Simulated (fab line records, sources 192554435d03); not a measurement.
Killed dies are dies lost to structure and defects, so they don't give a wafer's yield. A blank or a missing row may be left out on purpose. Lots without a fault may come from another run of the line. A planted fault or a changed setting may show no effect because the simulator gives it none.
Problem report in the 8D (eight disciplines) form, filled by code | flow n5_finfet | the parts of the form that need people (team, actions taken, sign-off) are left out

1. THE PROBLEM
oes_product_au at N5_BEOL_M0_SAQP_MANDREL_ETCH_20 reads a mean of 0.688 a.u. on 4 wafers of 2 lots; wafers without a fault read 0.777 a.u. with a standard deviation of 0.012. That is -7.4 standard deviations from the usual mean.
The step: etches a-Si in HBr/Cl2, stops on SiNx, target depth 60 nm, bt time 10 s, time 30 s.
First seen on wafer L347.4, day 8 06:09, on rie_si-06. The record holds 11 wafers of 4 lots with a number at this step. Rule for "out", or "out of limits": more than 4 standard deviations from the usual mean. The other wafers with a number count as sound.

2. WHAT IT IS AND WHAT IT IS NOT
question                    | is                             | is not
which readings at this step | oes_product_au                 | drypump_motor_current_A, throttle_valve_pct
which lots                  | L347, L348                     | L358, L359
which wafers of those lots  | L347.4, L347.6, L348.4, L348.6 | L347.1
read on which tools         | rie_si-06                      | rie_si-05
when                        | from day 8 06:09               | up to then (1 sound wafer); but 6 sound wafers of L358, L359 came after

3. SUSPECTS, AND WHAT RULES EACH OUT
Counting: a tool at a process step up to the reading stays a suspect if it ran every lot that is out. Sound lots after the first of them don't rule it out here, since some wafers of a struck lot are sound.
- rie_si-06 at N5_BEOL_M0_SAQP_MANDREL_ETCH_20 (etches a-Si in HBr/Cl2, stops on SiNx, target depth 60 nm, bt time 10 s, time 30 s): kept. It ran every lot that is out, first L347 (day 8 06:09). Its own readings are out on those wafers: oes_product_au.
- Within rie_si-06 at N5_BEOL_M0_SAQP_MANDREL_ETCH_20: the wafers that are out ran in chambers 0, 1; their sound lot-mates ran in chamber 2.
Left after counting: rie_si-06 at N5_BEOL_M0_SAQP_MANDREL_ETCH_20.

4. THE CAUSE (what the simulator had put in)
Process parameter drift: rie_si-06, from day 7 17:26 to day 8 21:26, at N5_BEOL_M0_SAQP_MANDREL_ETCH_20. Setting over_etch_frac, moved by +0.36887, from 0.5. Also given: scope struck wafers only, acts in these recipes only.
Counting left only this tool.

5. THE CHAIN OF EFFECTS, in route order
Each row: a reading whose mean over the struck wafers that have a number lies more than 3 standard deviations from the usual. Only readings for which the record gives a usual standard deviation are gone through. hours: the time from each lot's start at the first step in this table that gives one to its start at this step, as a median over the lots. sigmas: the change in usual standard deviations.
hours | step                            | reading        | usual      | on struck wafers | change | sigmas
0     | N5_BEOL_M0_SAQP_MANDREL_ETCH_20 | oes_product_au | 0.777 a.u. | 0.688            | -0.089 | -7.4
The process steps in it:
- N5_BEOL_M0_SAQP_MANDREL_ETCH_20: etches a-Si in HBr/Cl2, stops on SiNx, target depth 60 nm, bt time 10 s, time 30 s.
Later measuring or inspecting steps at which every struck wafer that the step has a row for has a number for every such reading, and none has moved that far: N5_BEOL_M4_RC_MEAS_101.

6. WHAT WOULD HAVE CAUGHT IT SOONER
In this record the first reading out of limits was taken at day 8 06:09, 13 hours after the fault began at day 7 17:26.
